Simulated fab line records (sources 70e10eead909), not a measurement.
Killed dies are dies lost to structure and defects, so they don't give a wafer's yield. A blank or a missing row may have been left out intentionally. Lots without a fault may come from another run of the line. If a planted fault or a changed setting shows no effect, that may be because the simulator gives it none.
fab line records    flow nand-harc
record: lots: 11  wafers: 33  last-day: 32
route steps=1302 shown P_GATE@145
lots that met no fault: taken from a fault-free run of the same line
start-h: start of the lot's first displayed wafer, in hours after the record's first day    wait-h: time in hours since the lot's previous step    " same as the row above    L1.1+2: a row that stands for several wafers    - no value, or no start was given    * or withheld: withheld    < > ~ a bound
route shown NAME@n: NAME is a module with steps in the file, n the number in the route of the first one    usual: the fault-free wafers' mean and standard deviation    same: alike in all rows    chamber/n: place in a boat    sites: readings site by site    _std_site: standard deviation of those values    _edge_site: outer sites' mean less inner sites'    radius-mm: for every site, how far away it sits from the centre of the wafer    mask NAME#n: copy n    behind: tool/chamber where the wafer was last shaped    hold: why the lot was held/for how many hours/how that ended    device: the transistor (n, p or np) that didn't switch    end of line: at the end of the route, the tests of the same wafers    a step without rows: its recipe alone    killed: at the first sort, the dies lost to defects and structure; wafer yield is something else    map: the dies of a wafer, with x for killed, . for not killed, _ for no die there
set.NAME: the setting that was run; set.NAME@STEP: the one run at that earlier step    model.NAME: the simulator's own value behind a step, which no gauge read
the route's steps for a sample of lots (tables are steps, rows are wafers)
services: when a tool's chamber went out of use (start-h, in hours from the record's first day, below 0 if earlier), for how many hours, and the reason
== steps ==
step: NHARC_P_GATE_ETCH_104
recipe: target-depth-a: 600  time-s: withheld  cf4-flow-sccm: 100  chf3-flow-sccm: 30  ar-flow-sccm: 0  rf-w: 500  bias-w: 200  chemistry: CF4/CHF3
usual: chamber-pressure-mTorr: 24.998/0.024  drypump-motor-current-A: 5.6/0.38  oes-product-au: 0.955/0.023  rf-vpp-V: 371.2/2  showerhead-plenum-p-Torr: 1.59/0.059  throttle-valve-pct: 16.801/0.0096
lot.wafer  tool         chamber  start-h  wait-h  chamber-pressure-mTorr  drypump-motor-current-A  oes-product-au  rf-vpp-V  showerhead-plenum-p-Torr  throttle-valve-pct
L834.4     rie-diel-07  2        106.45   0.1     24.965                  5.7                      0.928           369.6     1.53                      16.798
L834.3     "            3        "        "       24.943                  5.5                      0.907           373.3     1.63                      16.803
L834.5     "            2        "        "       24.968                  5.7                      0.919           369.4     1.53                      16.807
L836.4     rie-diel-07  1        133.75   0.1     25.008                  5.7                      0.979           371.0     1.57                      16.801
L836.2     "            3        "        "       25.026                  5.5                      0.966           372.1     1.63                      16.795
L836.5     "            1        "        "       25.006                  5.7                      0.982           370.0     1.57                      16.800
L838.1     rie-diel-06  2        156.28   0.1     25.009                  6.0                      0.981           370.8     1.57                      16.778
L838.4     "            3        "        "       25.003                  6.0                      0.977           374.5     1.69                      16.810
L838.2     "            0        "        "       25.022                  5.4                      0.968           372.9     1.66                      16.817
L839.4     rie-diel-07  1        166.39   0.1     24.990                  5.6                      0.954           370.7     1.57                      16.814
L839.6     "            2        "        "       25.033                  5.7                      0.963           369.7     1.53                      16.798
L839.5     "            3        "        "       25.002                  5.5                      0.985           372.3     1.63                      16.800
L840.2     rie-diel-06  1        174.13   0.1     24.969                  5.3                      0.974           374.4     1.68                      16.800
L840.1     "            0        "        "       25.005                  5.4                      0.979           372.3     1.66                      16.803
L840.5     "            2        "        "       25.027                  6.1                      0.964           371.2     1.57                      16.794
L841.1     rie-diel-07  2        181.00   0.1     24.973                  5.7                      0.950           370.9     1.53                      16.803
L841.4     "            3        "        "       25.003                  5.5                      0.974           372.4     1.63                      16.802
L841.5     "            1        "        "       25.007                  5.6                      0.950           370.0     1.57                      16.797
L842.3     rie-diel-10  0        194.42   0.1     25.009                  5.4                      0.926           371.1     1.61                      16.806
L842.2     "            1        "        "       25.024                  5.3                      0.937           371.7     1.57                      16.798
L842.1     "            2        "        "       24.982                  5.5                      0.924           369.1     1.51                      16.809
L844.1     rie-diel-10  3        216.51   0.1     25.022                  5.5                      0.976           369.0     1.51                      16.797
L844.2     "            0        "        "       25.006                  5.4                      0.983           371.6     1.61                      16.804
L844.5     "            2        "        "       24.997                  5.5                      0.952           368.2     1.51                      16.797
L848.1     rie-diel-10  1        253.99   0.1     25.013                  5.3                      0.981           369.5     1.57                      16.802
L848.3     "            2        "        "       25.043                  5.5                      0.951           369.1     1.51                      16.803
L848.4     "            3        "        "       25.010                  5.5                      0.958           368.6     1.51                      16.791
L852.2     rie-diel-10  0        282.61   0.1     25.014                  5.4                      0.985           371.6     1.61                      16.811
L852.6     "            1        "        "       25.048                  5.3                      0.964           370.0     1.57                      16.791
L852.5     "            2        "        "       25.006                  5.5                      0.966           368.3     1.51                      16.814
L855.4     rie-diel-10  1        316.32   0.1     25.036                  5.3                      0.978           370.9     1.57                      16.803
L855.3     "            2        "        "       24.967                  5.5                      0.972           368.3     1.51                      16.822
L855.6     "            0        "        "       25.003                  5.4                      0.982           374.0     1.61                      16.794
step: NHARC_P_GATE_STRIP_101
recipe: time-s: 20  o2-flow-sccm: 500  ar-flow-sccm: 0  bias-w: 0  chemistry: O2
usual: chamber-pressure-mTorr: 59.99/0.059  drypump-motor-current-A: 5.7/0.41  oes-product-au: 1.004/0.0069  rf-vpp-V: 58.0/0.82  showerhead-plenum-p-Torr: 3.60/0.14  throttle-valve-pct: 17.036/0.0094
lot.wafer  tool         chamber  start-h  wait-h  chamber-pressure-mTorr  drypump-motor-current-A  oes-product-au  rf-hours-counter-h  rf-vpp-V  showerhead-plenum-p-Torr  throttle-valve-pct
L834.4     rie-diel-10  0        117.15   0.0     60.09                   5.4                      1.010           1.1                 56.5      3.62                      17.038
L834.3     "            2        "        "       60.06                   5.5                      1.002           1.7                 59.1      3.40                      17.035
L834.5     "            0        "        "       60.09                   5.4                      1.013           -                   58.7      3.62                      17.050
L836.2     rie-diel-06  1        144.68   0.1     59.98                   5.3                      1.002           0.0                 58.1      3.77                      17.014
L836.4     "            0        "        "       60.00                   5.4                      1.013           0.0                 58.6      3.71                      17.038
L836.5     "            1        "        "       59.94                   5.2                      1.007           -                   58.6      3.77                      17.048
L838.2     rie-diel-07  1        167.00   0.1     60.05                   5.6                      0.997           1.3                 58.1      3.51                      17.043
L838.4     "            2        "        "       59.90                   5.7                      1.002           1.2                 56.4      3.43                      17.033
L838.1     "            3        "        "       59.91                   5.5                      1.010           1.0                 58.2      3.64                      17.032
L839.4     rie-diel-10  0        177.17   0.1     60.02                   5.4                      1.018           4.3                 58.3      3.62                      17.042
L839.6     "            3        "        "       60.09                   5.5                      1.005           -                   56.9      3.40                      17.036
L839.5     "            0        "        "       60.02                   5.4                      1.007           -                   58.0      3.62                      17.044
L840.1     rie-diel-07  1        185.08   0.1     59.96                   5.6                      1.010           2.5                 57.1      3.51                      17.042
L840.2     "            2        "        "       60.05                   5.7                      1.006           2.4                 58.8      3.43                      17.031
L840.5     "            1        "        "       60.06                   5.7                      1.003           -                   56.6      3.51                      17.045
L841.1     rie-diel-07  1        191.88   0.1     60.11                   5.7                      0.987           2.6                 57.4      3.51                      17.028
L841.4     "            2        "        "       60.05                   5.8                      0.999           2.5                 58.2      3.43                      17.024
L841.5     "            1        "        "       60.07                   5.6                      1.012           -                   57.9      3.51                      17.036
L842.3     rie-diel-06  3        205.18   0.1     60.02                   5.9                      0.999           2.6                 58.2      3.78                      17.031
L842.2     "            0        "        "       59.98                   5.4                      0.999           3.0                 57.5      3.71                      17.035
L842.1     "            1        "        "       60.06                   5.3                      0.995           3.1                 58.8      3.77                      17.028
L844.1     rie-diel-06  1        227.20   0.1     59.99                   5.3                      0.993           4.3                 57.4      3.77                      17.024
L844.2     "            2        "        "       60.04                   6.1                      1.010           3.5                 58.4      3.52                      17.032
L844.5     "            3        "        "       60.03                   6.0                      1.004           -                   59.2      3.78                      17.026
L848.1     rie-diel-07  1        264.73   0.1     59.87                   5.6                      1.007           4.9                 58.2      3.51                      17.033
L848.4     "            3        "        "       59.93                   5.5                      1.009           5.6                 58.9      3.64                      17.045
L848.3     "            0        "        "       59.92                   6.7                      1.011           5.4                 58.4      3.75                      17.032
L852.2     rie-diel-10  3        293.32   0.1     59.97                   5.5                      0.994           2.8                 58.4      3.39                      17.027
L852.5     "            1        "        "       60.10                   5.3                      0.998           -                   57.0      3.52                      17.010
L852.6     "            2        "        "       59.95                   5.5                      1.001           -                   56.9      3.39                      17.052
L855.3     rie-diel-06  2        329.10   0.1     59.95                   6.1                      0.996           0.2                 57.6      3.52                      17.028
L855.4     "            0        "        "       60.01                   5.4                      1.006           0.4                 57.9      3.71                      17.042
L855.6     "            1        "        "       60.01                   5.3                      0.997           -                   57.0      3.77                      17.046
step: NHARC_P_GATE_EXPOSE_43
recipe: na: 0.6  target-cd-nm: 720  dose-mj: 14.81  mask-id: P_NSD
lot.wafer   tool            chamber  start-h  wait-h  mask
L834.3+4+5  krf-scanner-03  0        117.92   -       P_NSD#0
L836.2+4+5  krf-scanner-01  0        145.45   -       P_NSD#0
L838.1+2+4  krf-scanner-01  0        167.76   -       P_NSD#0
L839.4+5+6  krf-scanner-01  0        177.83   -       P_NSD#0
L840.1+2+5  krf-scanner-01  0        185.72   -       P_NSD#0
L841.1+4+5  krf-scanner-02  0        192.65   -       P_NSD#0
L842.1+2+3  krf-scanner-02  0        205.82   -       P_NSD#0
L844.1+2+5  krf-scanner-01  0        227.96   -       P_NSD_R1#0
L848.1+3+4  krf-scanner-03  0        265.49   -       P_NSD#0
L852.2+5+6  krf-scanner-01  0        294.08   -       P_NSD#0
L855.3+4+6  krf-scanner-02  0        329.88   -       P_NSD#0
step: NHARC_P_GATE_CD_MEAS_46
recipe: target-cd-nm: 720  landing-energy-ev: 500
usual: cd-nm: 719.6/1.4
same: landing-energy-ev: 500
lot.wafer  tool       chamber  start-h  wait-h  cd-nm
L834.3     cd-sem-03  0        118.07   -       717.9
L834.4     "          0        "        "       718.6
L834.5     "          0        "        "       719.2
L836.2     cd-sem-01  0        145.60   -       718.8
L836.4     "          0        "        "       721.1
L836.5     "          0        "        "       719.7
L838.1     cd-sem-01  0        167.92   -       719.8
L838.2     "          0        "        "       719.8
L838.4     "          0        "        "       719.9
L839.4     cd-sem-02  0        177.97   -       719.7
L839.5     "          0        "        "       720.0
L839.6     "          0        "        "       719.4
L840.1     cd-sem-02  0        185.87   -       716.8
L840.2     "          0        "        "       717.4
L840.5     "          0        "        "       718.9
L841.1     cd-sem-03  0        192.80   -       720.4
L841.4     "          0        "        "       720.7
L841.5     "          0        "        "       719.8
L842.1     cd-sem-01  0        205.97   -       718.9
L842.2     "          0        "        "       718.0
L842.3     "          0        "        "       719.3
L844.1     cd-sem-01  0        228.11   -       695.7
L844.2     "          0        "        "       695.0
L844.5     "          0        "        "       695.7
L848.1     cd-sem-03  0        265.65   -       721.2
L848.3     "          0        "        "       719.6
L848.4     "          0        "        "       722.2
L852.2     cd-sem-01  0        294.24   -       719.9
L852.5     "          0        "        "       718.7
L852.6     "          0        "        "       716.6
L855.3     cd-sem-02  0        330.03   -       719.9
L855.4     "          0        "        "       719.0
L855.6     "          0        "        "       720.3
step: NHARC_P_GATE_CD_MEAS_59
recipe: target-cd-nm: 720  landing-energy-ev: 500
usual: cd-nm: 719.5/1.4
same: landing-energy-ev: 500
lot.wafer  tool       chamber  start-h  wait-h  cd-nm
L834.3     cd-sem-02  0        119.82   -       718.8
L834.4     "          0        "        "       719.0
L834.5     "          0        "        "       719.1
L836.2     cd-sem-02  0        147.23   -       720.9
L836.4     "          0        "        "       720.4
L836.5     "          0        "        "       719.1
L838.1     cd-sem-03  0        169.70   -       718.6
L838.2     "          0        "        "       718.0
L838.4     "          0        "        "       719.0
L839.4     cd-sem-03  0        179.72   -       720.2
L839.5     "          0        "        "       720.2
L839.6     "          0        "        "       720.9
L840.1     cd-sem-01  0        187.64   -       717.7
L840.2     "          0        "        "       718.6
L840.5     "          0        "        "       717.8
L841.1     cd-sem-02  0        194.55   -       722.3
L841.4     "          0        "        "       719.2
L841.5     "          0        "        "       719.5
L842.1     cd-sem-01  0        207.73   -       719.4
L842.2     "          0        "        "       718.7
L842.3     "          0        "        "       717.7
L844.1     cd-sem-03  0        229.74   -       718.6
L844.2     "          0        "        "       716.8
L844.5     "          0        "        "       719.3
L848.1     cd-sem-02  0        267.39   -       719.0
L848.3     "          0        "        "       720.1
L848.4     "          0        "        "       719.6
L852.2     cd-sem-02  0        295.99   -       719.1
L852.5     "          0        "        "       720.3
L852.6     "          0        "        "       721.1
L855.3     cd-sem-03  0        331.79   -       719.5
L855.4     "          0        "        "       719.4
L855.6     "          0        "        "       720.5
== services ==
tool            chamber  start-h  hours  kind
rie-diel-10     0        91.33    3.2    repair
krf-scanner-02  -        94.00    4.0    pm
rie-diel-07     0        96.32    -      clean
rie-diel-07     1        96.32    -      clean
rie-diel-10     2        103.68   13.4   repair
krf-scanner-01  -        105.70   0.9    repair
rie-diel-06     2        108.63   3.4    repair
rie-diel-07     -        117.20   9.0    pm
rie-diel-06     -        130.30   9.0    pm
krf-scanner-02  -        138.61   0.9    repair
rie-diel-07     3        139.19   1.3    repair
krf-scanner-01  -        140.00   4.0    pm
rie-diel-06     -        175.52   0.6    repair
krf-scanner-03  -        224.00   4.0    pm
rie-diel-10     -        242.67   9.0    pm
rie-diel-10     2        265.30   3.0    repair
krf-scanner-02  -        266.00   4.0    pm
krf-scanner-03  -        277.14   0.3    repair
krf-scanner-02  -        284.09   2.5    repair
rie-diel-07     -        294.20   9.0    pm
rie-diel-07     1        305.46   2.6    repair
rie-diel-06     -        307.30   9.0    pm
krf-scanner-01  -        312.00   4.0    pm
rie-diel-10     -        327.78   0.4    repair
== key ==
first-sign: step: NHARC_P_GATE_EXPOSE_43  reading: mask  direction: changed
effect: step: NHARC_P_GATE_CD_MEAS_46  reading: cd-nm  direction: down  sigmas: 18  usual: 719.6  struck: 695.5
met-at NHARC_P_GATE_EXPOSE_43
struck-lots L844
tester-left-out L844
not-acting-at NHARC_P_GATE_ETCH_104,NHARC_P_GATE_STRIP_101,NHARC_P_GATE_CD_MEAS_59
onset-between 185.72 227.96
fault: kind: wrong-mask  tool: any  chamber: -  onset-h: 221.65  steps: NHARC_P_GATE_EXPOSE_43  aux-copy: P_NSD_R1#0  cd-offset-nm: -23.333  scope: struck-lots-only
tester-left-out: of these lots the tester's yield and bins aren't shown, on N5 and GAA mostly nor the transistor test; their killed dies are dies lost to structure and defects alone, not to doping, threshold or leakage, so they don't give the yield
